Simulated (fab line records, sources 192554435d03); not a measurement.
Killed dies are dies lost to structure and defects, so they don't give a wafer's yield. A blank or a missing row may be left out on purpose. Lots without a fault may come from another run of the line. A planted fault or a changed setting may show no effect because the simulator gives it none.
Which tool did it? | flow n5_finfet | 24 lots, 72 wafers sampled, at 6 steps of a route of 1938

WHAT THE GAUGES READ, wafer by wafer
N5_BEOL_M8_OVL_MEAS_12. Usual: M8_OVL -0.2 nm, standard deviation 0.67.
lot  | measured     | on         | M8_OVL (nm)    | flag
L074 | day 10 20:34 | overlay-01 | 0.2 -0.6 -0.4  |
L076 | day 10 21:13 | overlay-01 | 0.3 -0.7 -0.2  |
L075 | day 11 00:19 | overlay-01 | 0.3 -0.6 0.4   |
L079 | day 11 02:30 | overlay-01 | -0.4 -0.5 -0.2 |
L081 | day 11 08:13 | overlay-01 | -1.2 -1.4 0.3  |
L077 | day 11 10:45 | overlay-01 | -0.1 -1.4 -0.2 |
L082 | day 11 10:56 | overlay-01 | 0.6 -1.1 0.3   |
L080 | day 11 18:51 | overlay-01 | 0.6 -0.9 0.5   |
L078 | day 12 15:40 | overlay-02 | -0.5 -0.3 -0.2 |
L083 | day 12 19:26 | overlay-02 | 0.5 0.0 -0.4   |
L084 | day 12 20:28 | overlay-02 | -1.7 -1.1 -1.1 |
L085 | day 12 20:52 | overlay-01 | -0.4 -0.3 -0.9 |
L086 | day 13 01:34 | overlay-02 | -0.2 0.4 -0.1  |
L089 | day 14 01:11 | overlay-02 | 1.2 0.1 0.0    |
L087 | day 14 01:37 | overlay-01 | 0.2 1.5 -0.6   |
L088 | day 14 01:50 | overlay-01 | -0.4 0.3 -0.5  |
L090 | day 14 04:22 | overlay-02 | 0.3 0.9 0.7    |
L091 | day 14 16:47 | overlay-01 | -0.6 -0.4 -0.4 |
L092 | day 14 20:10 | overlay-01 | -0.9 -0.4 0.2  |
L093 | day 15 00:58 | overlay-01 | -0.3 -0.3 -0.5 |
L094 | day 15 04:01 | overlay-02 | 0.2 1.1 -0.3   |
L095 | day 15 07:04 | overlay-02 | -1.1 -0.1 -0.7 |
L097 | day 15 23:20 | overlay-02 | -0.5 0.6 0.7   |
L096 | day 15 23:44 | overlay-02 | -1.0 -0.9 -0.5 |

WHICH TOOL RAN EACH LOT (tool, then ch and the chambers of the sampled wafers, then the start)
lot  | N5_BEOL_M6_STRIP_80                           | N5_BEOL_M6_DEGAS_44          | N5_BEOL_M6_ALD_77                   | N5_BEOL_M7_STRIP_67                | N5_BEOL_M8_ILD_DEP_00
L074 | rie_diel-01 ch 2,3, day 10 05:25 or earlier   | pvd_sputter-01, day 10 05:25 | ald_metal-03 ch 0,2,3, day 10 05:31 | rie_diel-04 ch 0,3, day 10 12:20   | pecvd-03 ch 0,1, day 10 16:56
L076 | rie_diel-06 ch 0,2, day 10 08:26 or earlier   | pvd_sputter-01, day 10 08:26 | ald_metal-03 ch 1,2,3, day 10 08:37 | rie_diel-05 ch 2,3, day 10 14:54   | pecvd-01 ch 1,2, day 10 19:51
L075 | rie_diel-01 ch 1,2, day 10 08:59 or earlier   | pvd_sputter-01, day 10 08:59 | ald_metal-01 ch 1,3, day 10 09:10   | rie_diel-02 ch 0,2,3, day 10 15:36 | pecvd-03 ch 0,2, day 10 23:15
L079 | rie_diel-01 ch 1,3, day 10 14:11 or earlier   | pvd_sputter-01, day 10 14:11 | ald_metal-04 ch 0,1,3, day 10 14:17 | rie_diel-04 ch 1,2, day 10 17:46   | pecvd-04 ch 0,1,2, day 11 00:13
L081 | rie_diel-01 ch 0,2,3, day 10 17:08 or earlier | pvd_sputter-01, day 10 17:08 | ald_metal-01 ch 0,1,2, day 10 17:15 | rie_diel-05 ch 1,2,3, day 11 00:06 | pecvd-03 ch 0, day 11 06:59
L077 | rie_diel-01 ch 0,1,3, day 10 17:15 or earlier | pvd_sputter-02, day 10 17:15 | ald_metal-03 ch 1,2, day 10 17:21   | rie_diel-02 ch 0,3, day 11 00:20   | pecvd-04 ch 0,2, day 11 07:15
L082 | rie_diel-06 ch 0,2,3, day 10 20:43 or earlier | pvd_sputter-03, day 10 20:43 | ald_metal-04 ch 0,1,3, day 10 21:02 | rie_diel-04 ch 0,1,3, day 11 03:38 | pecvd-03 ch 0, day 11 08:11
L080 | rie_diel-06 ch 1,2, day 11 01:50 or earlier   | pvd_sputter-03, day 11 01:50 | ald_metal-04 ch 0,1,3, day 11 01:56 | rie_diel-02 ch 0,2,3, day 11 08:04 | pecvd-03 ch 0,2, day 11 16:05
L078 | rie_diel-01 ch 0,1, day 12 01:29 or earlier   | pvd_sputter-03, day 12 01:29 | ald_metal-01 ch 0,1,2, day 12 01:49 | rie_diel-05 ch 0,1, day 12 07:45   | pecvd-01 ch 0,1, day 12 13:24
L083 | rie_diel-01 ch 0,1,3, day 12 04:29 or earlier | pvd_sputter-01, day 12 04:29 | ald_metal-04 ch 1,2,3, day 12 04:35 | rie_diel-02 ch 1,2, day 12 11:33   | pecvd-01 ch 1,2, day 12 18:01
L084 | rie_diel-06 ch 1,2, day 12 04:34 or earlier   | pvd_sputter-03, day 12 04:34 | ald_metal-01 ch 1,2, day 12 04:41   | rie_diel-02 ch 0,1,2, day 12 11:49 | pecvd-01 ch 0,2, day 12 18:16
L085 | rie_diel-06 ch 0,2,3, day 12 07:33 or earlier | pvd_sputter-03, day 12 07:33 | ald_metal-03 ch 0,1,2, day 12 07:47 | rie_diel-02 ch 0,1, day 12 13:02   | pecvd-04 ch 0,1,2, day 12 18:28
L086 | rie_diel-01 ch 1,2, day 12 11:59 or earlier   | pvd_sputter-03, day 12 11:59 | ald_metal-04 ch 0,1, day 12 12:05   | rie_diel-04 ch 0,2,3, day 12 16:25 | pecvd-01 ch 0,2, day 12 20:54
L089 | rie_diel-03 ch 0,3, day 13 12:05 or earlier   | pvd_sputter-02, day 13 12:05 | ald_metal-04 ch 1,2,3, day 13 12:13 | rie_diel-02 ch 2,3, day 13 16:58   | pecvd-03 ch 1,2, day 13 23:19
L087 | rie_diel-01 ch 1,2,3, day 13 11:53 or earlier | pvd_sputter-02, day 13 11:53 | ald_metal-03 ch 1,2,3, day 13 11:59 | rie_diel-05 ch 0,3, day 13 17:10   | pecvd-04 ch 0,1, day 13 23:42
L088 | rie_diel-03 ch 0,1,3, day 13 12:15 or earlier | pvd_sputter-03, day 13 12:15 | ald_metal-03 ch 0,1,2, day 13 12:21 | rie_diel-04 ch 0,1,2, day 13 17:27 | pecvd-03 ch 0,1,2, day 13 23:54
L090 | rie_diel-01 ch 2,3, day 13 15:58 or earlier   | pvd_sputter-01, day 13 15:58 | ald_metal-03 ch 0,1,2, day 13 16:04 | rie_diel-05 ch 0,1, day 13 21:15   | pecvd-01 ch 0,1,2, day 14 01:35
L091 | rie_diel-06 ch 0,1, day 14 04:32 or earlier   | pvd_sputter-02, day 14 04:32 | ald_metal-01 ch 0,1,2, day 14 04:39 | rie_diel-02 ch 1,2,3, day 14 08:38 | pecvd-04 ch 0,1, day 14 14:41
L092 | rie_diel-06 ch 0,2,3, day 14 07:34 or earlier | pvd_sputter-03, day 14 07:34 | ald_metal-03 ch 1,2,3, day 14 07:41 | rie_diel-02 ch 0,1,3, day 14 11:46 | pecvd-04 ch 0,1, day 14 17:48
L093 | rie_diel-03 ch 0,2, day 14 11:35 or earlier   | pvd_sputter-01, day 14 11:35 | ald_metal-03 ch 0,1, day 14 11:43   | rie_diel-02 ch 0,2, day 14 17:49   | pecvd-03 ch 0,1, day 14 22:55
L094 | rie_diel-06 ch 0,1,3, day 14 13:44 or earlier | pvd_sputter-03, day 14 13:44 | ald_metal-03 ch 0,1,2, day 14 13:51 | rie_diel-04 ch 1,2,3, day 14 18:48 | pecvd-01 ch 1,2, day 15 00:45
L095 | rie_diel-06 ch 0,2,3, day 14 14:41 or earlier | pvd_sputter-01, day 14 14:41 | ald_metal-04 ch 2,3, day 14 14:51   | rie_diel-04 ch 0,1,2, day 14 19:50 | pecvd-04 ch 0,1,2, day 15 04:19
L097 | rie_diel-01 ch 0,1, day 15 07:22 or earlier   | pvd_sputter-03, day 15 07:22 | ald_metal-04 ch 0,1,3, day 15 07:28 | rie_diel-04 ch 0,3, day 15 12:16   | pecvd-03 ch 0,1,2, day 15 20:28
L096 | rie_diel-01 ch 0,2, day 15 07:46 or earlier   | pvd_sputter-02, day 15 07:46 | ald_metal-04 ch 0,1, day 15 07:52   | rie_diel-02 ch 0,2, day 15 12:50   | pecvd-04 ch 0,1,2, day 15 20:46
- N5_BEOL_M6_STRIP_80: strips in N2/H2, time 10 s.
- N5_BEOL_M6_DEGAS_44: time 60 s.
- N5_BEOL_M6_ALD_77: deposits TaN, target thk 2 nm, pulse time 2 s, purge time 3 s.
- N5_BEOL_M7_STRIP_67: strips in CF4.
- N5_BEOL_M8_ILD_DEP_00: deposits SiCOH lowk from DEMS/porogen, target thk 179.75 nm, time 33.4 s.

WHAT THE TOOLS THEMSELVES READ (means of the sampled wafers that have a number; where no wafer has one, the mark that the record gives instead)
N5_BEOL_M6_STRIP_80. Usual: drypump_motor_current_A 5.7 A, standard deviation 0.48; h2_flow_sccm 199.9 sccm, standard deviation 0.56; oes_product_au 0.82 a.u., standard deviation 0.086; rf_vpp_V 59.0 V, standard deviation 0.85; showerhead_plenum_p_Torr 2.48 Torr, standard deviation 0.056; throttle_valve_pct 23.6 %, standard deviation 0.31.
lot  | tool        | drypump_motor_current_A (A) | h2_flow_sccm (sccm) | oes_product_au (a.u.) | rf_vpp_V (V) | showerhead_plenum_p_Torr (Torr) | throttle_valve_pct (%) | flag
L074 | rie_diel-01 | 6.0                         | 199.5               | 0.84                  | 58.4         | 2.46                            | 23.4                   |
L076 | rie_diel-06 | 5.5                         | 199.8               | 0.82                  | 58.2         | 2.48                            | 23.4                   |
L075 | rie_diel-01 | 6.0                         | 200.2               | 0.88                  | 58.3         | 2.46                            | 23.5                   |
L079 | rie_diel-01 | 6.2                         | 199.5               | 0.85                  | 59.3         | 2.46                            | 23.2                   |
L081 | rie_diel-01 | 5.6                         | 200.1               | 0.79                  | 58.5         | 2.47                            | 23.6                   |
L077 | rie_diel-01 | 5.8                         | 199.6               | 0.80                  | 58.3         | 2.47                            | 23.5                   |
L082 | rie_diel-06 | 5.6                         | 200.2               | 0.77                  | 58.4         | 2.50                            | 23.7                   |
L080 | rie_diel-06 | 5.5                         | 200.2               | 0.75                  | 59.6         | 2.51                            | 23.8                   |
L078 | rie_diel-01 | 5.3                         | 199.9               | 0.92                  | 59.7         | 2.48                            | 23.6                   |
L083 | rie_diel-01 | 5.7                         | 199.9               | 0.88                  | 59.6         | 2.47                            | 23.4                   |
L084 | rie_diel-06 | 5.5                         | 199.8               | 0.75                  | 58.8         | 2.51                            | 23.8                   |
L085 | rie_diel-06 | 5.5                         | 199.7               | 0.86                  | 59.4         | 2.49                            | 23.6                   |
L086 | rie_diel-01 | 5.9                         | 199.6               | 0.86                  | 59.7         | 2.45                            | 23.5                   |
L089 | rie_diel-03 | 5.4                         | 200.1               | 0.71                  | 58.2         | 2.46                            | 23.9                   |
L087 | rie_diel-01 | 6.1                         | 199.3               | 0.83                  | 58.3         | 2.45                            | 23.4                   |
L088 | rie_diel-03 | 5.6                         | 199.8               | 0.77                  | 59.1         | 2.52                            | 23.6                   |
L090 | rie_diel-01 | 5.9                         | 200.2               | 0.82                  | 58.0         | 2.45                            | 23.5                   |
L091 | rie_diel-06 | 5.8                         | 199.6               | 0.81                  | 59.4         | 2.43                            | 23.3                   |
L092 | rie_diel-06 | 5.6                         | 199.7               | 0.83                  | 58.6         | 2.48                            | 23.6                   |
L093 | rie_diel-03 | 5.4                         | 200.3               | 0.75                  | 58.4         | 2.51                            | 23.9                   |
L094 | rie_diel-06 | 5.8                         | 200.0               | 0.86                  | 59.2         | 2.45                            | 23.4                   |
L095 | rie_diel-06 | 5.6                         | 199.7               | 0.82                  | 59.3         | 2.48                            | 23.6                   |
L097 | rie_diel-01 | 5.4                         | 200.0               | 0.86                  | 59.4         | 2.47                            | 23.6                   |
L096 | rie_diel-01 | 5.5                         | 200.1               | 0.84                  | 59.1         | 2.45                            | 23.7                   |

N5_BEOL_M6_DEGAS_44. Usual: heater_power_w 335 W, standard deviation 37.
lot  | tool           | heater_power_w (W) | flag
L074 | pvd_sputter-01 | 339                |
L076 | pvd_sputter-01 | 319                |
L075 | pvd_sputter-01 | 282                |
L079 | pvd_sputter-01 | 326                |
L081 | pvd_sputter-01 | 297                |
L077 | pvd_sputter-02 | 334                |
L082 | pvd_sputter-03 | 331                |
L080 | pvd_sputter-03 | 359                |
L078 | pvd_sputter-03 | 360                |
L083 | pvd_sputter-01 | 322                |
L084 | pvd_sputter-03 | 349                |
L085 | pvd_sputter-03 | 350                |
L086 | pvd_sputter-03 | 359                |
L089 | pvd_sputter-02 | 322                |
L087 | pvd_sputter-02 | 332                |
L088 | pvd_sputter-03 | 345                |
L090 | pvd_sputter-01 | 300                |
L091 | pvd_sputter-02 | 324                |
L092 | pvd_sputter-03 | 358                |
L093 | pvd_sputter-01 | 315                |
L094 | pvd_sputter-03 | 354                |
L095 | pvd_sputter-01 | 299                |
L097 | pvd_sputter-03 | 347                |
L096 | pvd_sputter-02 | 315                |

N5_BEOL_M6_ALD_77. Usual: heater_power_outer_w 248 W, standard deviation 32; heater_power_w 433 W, standard deviation 47.
lot  | tool         | heater_power_outer_w (W) | heater_power_w (W) | flag
L074 | ald_metal-03 | 239                      | 406                |
L076 | ald_metal-03 | 254                      | 428                |
L075 | ald_metal-01 | 243                      | 434                |
L079 | ald_metal-04 | 243                      | 429                |
L081 | ald_metal-01 | 218                      | 398                |
L077 | ald_metal-03 | 274                      | 485                |
L082 | ald_metal-04 | 243                      | 427                |
L080 | ald_metal-04 | 240                      | 430                |
L078 | ald_metal-01 | 218                      | 398                |
L083 | ald_metal-04 | 264                      | 459                |
L084 | ald_metal-01 | 229                      | 411                |
L085 | ald_metal-03 | 266                      | 459                |
L086 | ald_metal-04 | 241                      | 417                |
L089 | ald_metal-04 | 261                      | 459                |
L087 | ald_metal-03 | 247                      | 432                |
L088 | ald_metal-03 | 266                      | 463                |
L090 | ald_metal-03 | 265                      | 461                |
L091 | ald_metal-01 | 218                      | 400                |
L092 | ald_metal-03 | 251                      | 432                |
L093 | ald_metal-03 | 270                      | 458                |
L094 | ald_metal-03 | 269                      | 458                |
L095 | ald_metal-04 | 243                      | 448                |
L097 | ald_metal-04 | 246                      | 432                |
L096 | ald_metal-04 | 263                      | 434                |

N5_BEOL_M7_STRIP_67. Usual: drypump_motor_current_A 5.63 A, standard deviation 0.28; oes_product_au 0.81 a.u., standard deviation 0.099; rf_vpp_V 271.1 V, standard deviation 1.6; showerhead_plenum_p_Torr 1.79 Torr, standard deviation 0.054; throttle_valve_pct 13.5 %, standard deviation 0.31.
lot  | tool        | drypump_motor_current_A (A) | oes_product_au (a.u.) | rf_vpp_V (V) | showerhead_plenum_p_Torr (Torr) | throttle_valve_pct (%) | flag
L074 | rie_diel-04 | 5.56                        | 0.71                  | 269.6        | 1.73                            | 14.0                   |
L076 | rie_diel-05 | 6.00                        | 0.80                  | 271.0        | 1.82                            | 13.5                   |
L075 | rie_diel-02 | 5.47                        | 0.87                  | 270.9        | 1.77                            | 13.5                   |
L079 | rie_diel-04 | 5.88                        | 0.79                  | 271.9        | 1.83                            | 13.5                   |
L081 | rie_diel-05 | 5.75                        | 0.83                  | 272.5        | 1.84                            | 13.5                   |
L077 | rie_diel-02 | 5.36                        | 0.79                  | 269.5        | 1.74                            | 13.7                   |
L082 | rie_diel-04 | 5.71                        | 0.71                  | 270.9        | 1.78                            | 13.8                   |
L080 | rie_diel-02 | 5.47                        | 0.86                  | 269.7        | 1.77                            | 13.5                   |
L078 | rie_diel-05 | 5.17                        | 0.79                  | 272.1        | 1.82                            | 13.5                   |
L083 | rie_diel-02 | 5.72                        | 0.92                  | 272.4        | 1.83                            | 13.1                   |
L084 | rie_diel-02 | 5.62                        | 0.86                  | 272.2        | 1.79                            | 13.4                   |
L085 | rie_diel-02 | 5.48                        | 0.79                  | 269.6        | 1.75                            | 13.6                   |
L086 | rie_diel-04 | 5.64                        | 0.77                  | 270.2        | 1.74                            | 13.7                   |
L089 | rie_diel-02 | 5.61                        | 0.89                  | 271.6        | 1.80                            | 13.3                   |
L087 | rie_diel-05 | 6.00                        | 0.83                  | 272.6        | 1.86                            | 13.6                   |
L088 | rie_diel-04 | 5.79                        | 0.77                  | 271.1        | 1.79                            | 13.6                   |
L090 | rie_diel-05 | 5.27                        | 0.74                  | 270.8        | 1.79                            | 13.6                   |
L091 | rie_diel-02 | 5.65                        | 0.88                  | 271.4        | 1.80                            | 13.3                   |
L092 | rie_diel-02 | 5.52                        | 0.81                  | 270.7        | 1.76                            | 13.5                   |
L093 | rie_diel-02 | 5.56                        | 0.82                  | 270.7        | 1.79                            | 13.4                   |
L094 | rie_diel-04 | 5.73                        | 0.84                  | 272.0        | 1.84                            | 13.5                   |
L095 | rie_diel-04 | 5.81                        | 0.75                  | 271.5        | 1.79                            | 13.6                   |
L097 | rie_diel-04 | 5.63                        | 0.78                  | 271.4        | 1.81                            | 13.8                   |
L096 | rie_diel-02 | 5.43                        | 0.75                  | 269.0        | 1.75                            | 13.7                   |

N5_BEOL_M8_ILD_DEP_00. Usual: heater_power_outer_w 146 W, standard deviation 45; heater_power_w 303 W, standard deviation 64; showerhead_plenum_p_Torr 5.733 Torr, standard deviation 0.02; throttle_valve_pct 13.8 %, standard deviation 0.51.
lot  | tool     | heater_power_outer_w (W) | heater_power_w (W) | showerhead_plenum_p_Torr (Torr) | throttle_valve_pct (%) | flag
L074 | pecvd-03 | 139                      | 281                | 5.722                           | 13.8                   |
L076 | pecvd-01 | 124                      | 274                | 5.726                           | 14.0                   |
L075 | pecvd-03 | 107                      | 252                | 5.744                           | 13.0                   |
L079 | pecvd-04 | 194                      | 361                | 5.743                           | 13.6                   |
L081 | pecvd-03 | 126                      | 253                | 5.715                           | 13.6                   |
L077 | pecvd-04 | 218                      | 401                | 5.752                           | 13.8                   |
L082 | pecvd-03 | 164                      | 296                | 5.724                           | 13.6                   |
L080 | pecvd-03 | 111                      | 257                | 5.739                           | 13.3                   |
L078 | pecvd-01 | 112                      | 259                | 5.717                           | 14.0                   |
L083 | pecvd-01 | 114                      | 254                | 5.730                           | 13.7                   |
L084 | pecvd-01 | 132                      | 275                | 5.711                           | 13.5                   |
L085 | pecvd-04 | 197                      | 372                | 5.742                           | 13.6                   |
L086 | pecvd-01 | 129                      | 270                | 5.706                           | 13.6                   |
L089 | pecvd-03 | 134                      | 303                | 5.748                           | 14.0                   |
L087 | pecvd-04 | 202                      | 382                | 5.743                           | 13.3                   |
L088 | pecvd-03 | 122                      | 275                | 5.744                           | 13.8                   |
L090 | pecvd-01 | 111                      | 248                | 5.708                           | 13.9                   |
L091 | pecvd-04 | 224                      | 412                | 5.746                           | 13.8                   |
L092 | pecvd-04 | 204                      | 385                | 5.729                           | 13.5                   |
L093 | pecvd-03 | 119                      | 270                | 5.738                           | 14.2                   |
L094 | pecvd-01 | 119                      | 257                | 5.711                           | 13.6                   |
L095 | pecvd-04 | 201                      | 381                | 5.738                           | 13.8                   |
L097 | pecvd-03 | 124                      | 274                | 5.732                           | 13.8                   |
L096 | pecvd-04 | 176                      | 348                | 5.737                           | 13.7                   |

THE ANSWER, worked out from the rows above alone
Rule: a lot is off if the mean of its wafers that have a number lies more than 3 standard deviations from the usual mean. A lot without any number at a reading at which 4 lots or more have one is off too. The other lots that the step has rows for count as sound. The gauges are gone through in route order, then the tools' own readings, and for those a lot's mean is taken as printed above. The first step at which some lot is off is used, and at that step the reading that is off furthest; a lot without a number counts as furthest.
No lot is off at any reading shown: from this, nothing can be told.

WHAT THE SIMULATOR HAD PUT IN
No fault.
